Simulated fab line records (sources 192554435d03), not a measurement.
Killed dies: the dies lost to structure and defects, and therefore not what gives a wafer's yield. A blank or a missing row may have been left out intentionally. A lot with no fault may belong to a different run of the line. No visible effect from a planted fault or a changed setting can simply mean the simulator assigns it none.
Which tool did it? ; flow n5 finfet ; 27 wafers from 9 lots sampled at 7 of the route's 1938 steps

WHAT THE GAUGES SHOWED, per wafer
N5_BEOL_M9_CD_MEAS_18: pitch 140 nm, target cd 70 nm. Usual: cd nm reads 70.1 nm (standard deviation 0.56).
lot;measured;on;cd nm (nm);flag
L432;day 9 14:43;cd sem-03;70.2 70.5 70.0;
L433;day 10 00:52;cd sem-02;69.8 69.4 71.2;
L437;day 11 00:29;cd sem-02;69.3 70.1 68.8;
L440;day 11 11:48;cd sem-02;70.0 70.3 70.2;
L441;day 11 21:37;cd sem-02;69.7 69.8 70.1;
L448;day 13 21:46;cd sem-02;69.9 71.1 70.7;
L452;day 14 14:55;cd sem-02;70.9 70.8 70.9;
L451;day 14 19:39;cd sem-02;69.6 69.7 70.6;
L454;day 15 08:17;cd sem-02;70.2 70.4 69.9;

N5_BEOL_M9_OCD_MEAS_38. Usual: trench depth nm reads 150.8 nm (standard deviation 2.4).
lot;measured;on;trench depth nm (nm);flag
L432;day 9 16:32;ocd-02;149.1 152.1 152.7;
L433;day 10 04:02;ocd-01;149.7 150.2 151.3;
L437;day 11 01:30;ocd-02;151.9 152.7 151.1;
L440;day 11 13:58;ocd-01;169.6 162.9 163.3;OFF
L441;day 11 23:24;ocd-01;162.8 161.1 163.1;OFF
L448;day 14 01:27;ocd-02;154.4 148.9 145.4;
L452;day 14 16:47;ocd-01;151.1 151.8 149.4;
L451;day 14 21:20;ocd-01;150.9 152.3 150.0;
L454;day 15 09:25;ocd-01;149.9 148.7 151.9;

N5_BEOL_M9_THK_MEAS_53: measures by xrf. Usual: M9_THK gives 139.8 nm (standard deviation 2.7).
lot;measured;on;M9_THK (nm);flag
L432;day 9 20:08;film metro-01;137.1 140.6 139.7;
L433;day 10 05:58;film metro-01;141.6 142.4 141.1;
L437;day 11 05:07;film metro-02;140.8 141.7 139.1;
L440;day 11 17:09;film metro-01;159.4 154.2 153.9;OFF
L441;day 12 02:28;film metro-02;153.9 150.7 153.3;OFF
L448;day 14 03:53;film metro-02;142.4 136.9 133.2;
L452;day 14 18:55;film metro-02;140.7 139.9 136.8;
L451;day 15 02:59;film metro-02;140.9 143.0 137.1;
L454;day 15 11:52;film metro-02;140.0 138.5 140.3;

N5_BEOL_M9_RS_MEAS_57: the measuring method here is four-point-probe. Usual: M9_RS gives 0.151 ohm/sq (standard deviation 0.0031).
lot;measured;on;M9_RS (ohm/sq);flag
L432;day 9 20:19;film metro-01;0.153 0.150 0.151;
L433;day 10 06:08;film metro-01;0.150 0.149 0.150;
L437;day 11 05:15;film metro-02;0.150 0.148 0.152;
L440;day 11 17:17;film metro-02;0.132 0.137 0.137;OFF
L441;day 12 02:36;film metro-02;0.138 0.141 0.139;OFF
L448;day 14 04:01;film metro-02;0.147 0.154 0.157;
L452;day 14 19:04;film metro-01;0.149 0.149 0.153;
L451;day 15 03:08;film metro-01;0.151 0.148 0.154;
L454;day 15 12:01;film metro-02;0.152 0.154 0.150;

TOOL THAT RAN EACH LOT (tool first, then ch and the chambers of the sampled wafers, then the start)
lot;N5_BEOL_M9_STRIP_67;N5_BEOL_M9_TRENCH_ETCH_37;N5_BEOL_M9_DEGAS_44
L432;rie diel-03 ch 0,1,2, day 9 14:29;rie diel-03 ch 0,1,2, day 9 16:22;pvd sputter-03, day 9 18:24
L433;rie diel-02 ch 0,1,3, day 10 00:38;rie diel-04 ch 2,3, day 10 03:52;pvd sputter-02, day 10 04:33
L437;rie diel-03 ch 1,2, day 11 00:10;rie diel-03 ch 1,2, day 11 01:20;pvd sputter-01, day 11 03:38
L440;rie diel-02 ch 0,1, day 11 11:35;rie diel-03 ch 0,2, day 11 13:47;pvd sputter-02, day 11 15:44
L441;rie diel-03 ch 0,2,3, day 11 21:24;rie diel-03 ch 1,2, day 11 23:13;pvd sputter-03, day 12 00:45
L448;rie diel-03 ch 1,2,3, day 13 21:32;rie diel-02 ch 1,2,3, day 14 01:16;pvd sputter-03, day 14 02:04
L452;rie diel-04 ch 1,2,3, day 14 14:41;rie diel-04 ch 2,3, day 14 16:36;pvd sputter-02, day 14 17:26
L451;rie diel-03 ch 1,2, day 14 19:21;rie diel-04 ch 2,3, day 14 21:10;pvd sputter-01, day 15 01:22
L454;rie diel-02 ch 0,2,3, day 15 08:04;rie diel-03 ch 1,2, day 15 09:14;pvd sputter-01, day 15 10:17
- N5_BEOL_M9_STRIP_67: strips in CF4.
- N5_BEOL_M9_TRENCH_ETCH_37: etches SiCOH lowk in C4F6/O2, target depth 151.43 nm, time 49 s.
- N5_BEOL_M9_DEGAS_44: time 60 s.

AS READ BY THE TOOLS THEMSELVES (means over the sampled wafers that have a number; for cases with no such wafer, the mark the record gives instead)
N5_BEOL_M9_STRIP_67. Usual: cf4 flow sccm 150.0 sccm, standard deviation 0.44; drypump motor current A 5.8 A, standard deviation 0.52; oes product au 0.75 a.u., standard deviation 0.08; rf vpp V 271.1 V, standard deviation 1.5; showerhead plenum p Torr 1.79 Torr, standard deviation 0.063; throttle valve pct 13.62 %, standard deviation 0.15.
lot;tool;cf4 flow sccm (sccm);drypump motor current A (A);oes product au (a.u.);rf vpp V (V);showerhead plenum p Torr (Torr);throttle valve pct (%);flag
L432;rie diel-03;149.7;5.9;0.70;270.8;1.75;13.67;
L433;rie diel-02;150.4;6.0;0.83;270.8;1.82;13.46;
L437;rie diel-03;150.0;6.0;0.70;270.7;1.77;13.69;
L440;rie diel-02;150.2;5.8;0.76;271.2;1.77;13.55;
L441;rie diel-03;149.9;5.5;0.79;270.2;1.79;13.53;
L448;rie diel-03;149.7;5.7;0.70;270.6;1.74;13.72;
L452;rie diel-04;149.7;5.8;0.70;272.4;1.82;13.72;
L451;rie diel-03;149.9;6.1;0.68;270.9;1.77;13.75;
L454;rie diel-02;150.5;5.9;0.78;270.7;1.83;13.57;

N5_BEOL_M9_TRENCH_ETCH_37. Usual: bias w 185.0 W, standard deviation 0.53; drypump motor current A 5.9 A, standard deviation 0.45; oes_f_703_au 0.74 a.u., standard deviation 0.069; oes_o_777_au 0.74 a.u., standard deviation 0.071; oes product au 0.74 a.u., standard deviation 0.077; rf fwd power W 341.5 W, standard deviation 1.4; rf vpp V 667 V, standard deviation 8.3; showerhead plenum p Torr 2.85 Torr, standard deviation 0.1; throttle valve pct 20.97 %, standard deviation 0.16.
lot;tool;bias w (W);drypump motor current A (A);oes_f_703_au (a.u.);oes_o_777_au (a.u.);oes product au (a.u.);rf fwd power W (W);rf vpp V (V);showerhead plenum p Torr (Torr);throttle valve pct (%);flag
L432;rie diel-03;184.9;5.9;0.71;0.71;0.70;342.5;663;2.78;20.93;
L433;rie diel-04;185.0;5.6;0.74;0.74;0.73;340.2;663;2.88;20.92;
L437;rie diel-03;185.3;5.7;0.71;0.72;0.71;341.8;660;2.81;20.81;
L440;rie diel-03;184.6;5.5;1.02;0.99;0.84;424.7;598;2.89;20.77;OFF
L441;rie diel-03;185.5;6.1;0.92;0.90;0.74;426.4;594;2.80;20.91;OFF
L448;rie diel-02;185.1;6.3;0.77;0.77;0.78;341.0;666;2.82;20.84;
L452;rie diel-04;185.0;5.8;0.71;0.71;0.69;342.8;669;2.90;21.01;
L451;rie diel-04;185.0;5.6;0.72;0.72;0.71;341.4;664;2.86;20.99;
L454;rie diel-03;185.0;5.7;0.69;0.70;0.68;341.8;660;2.80;20.85;

N5_BEOL_M9_DEGAS_44. Usual: heater power w reads 342 W (standard deviation 29).
lot;tool;heater power w (W);flag
L432;pvd sputter-03;331;
L433;pvd sputter-02;341;
L437;pvd sputter-01;377;
L440;pvd sputter-02;339;
L441;pvd sputter-03;344;
L448;pvd sputter-03;332;
L452;pvd sputter-02;355;
L451;pvd sputter-01;355;
L454;pvd sputter-01;350;

THE ANSWER, worked out from the rows above alone
Rule: a lot counts as off when the mean over its wafers that have a number is more than 3 standard deviations away from the usual mean. Also off: a lot with no number at a reading for which 4 or more lots have one. All remaining lots with rows at the step are treated as sound. After the gauges, taken in route order, come the tools' own readings; for these a lot's mean is taken, as printed above. At the first step where some lot is off, the reading lying furthest off is the one used; lots without a number count as furthest.
Off at N5_BEOL_M9_OCD_MEAS_38 (trench depth nm): L440, L441.
If a tool, at a process step before that reading, ran all the lots that are off and no sound lot after the first of them, it fits. Not tried: the gauges at N5_BEOL_M9_OCD_MEAS_38; whatever is off there is also off at N5_BEOL_M9_THK_MEAS_53, on other tools, and gauge error can't account for it. No candidate that was tried fits.

WHAT HAD BEEN PUT IN BY THE SIMULATOR
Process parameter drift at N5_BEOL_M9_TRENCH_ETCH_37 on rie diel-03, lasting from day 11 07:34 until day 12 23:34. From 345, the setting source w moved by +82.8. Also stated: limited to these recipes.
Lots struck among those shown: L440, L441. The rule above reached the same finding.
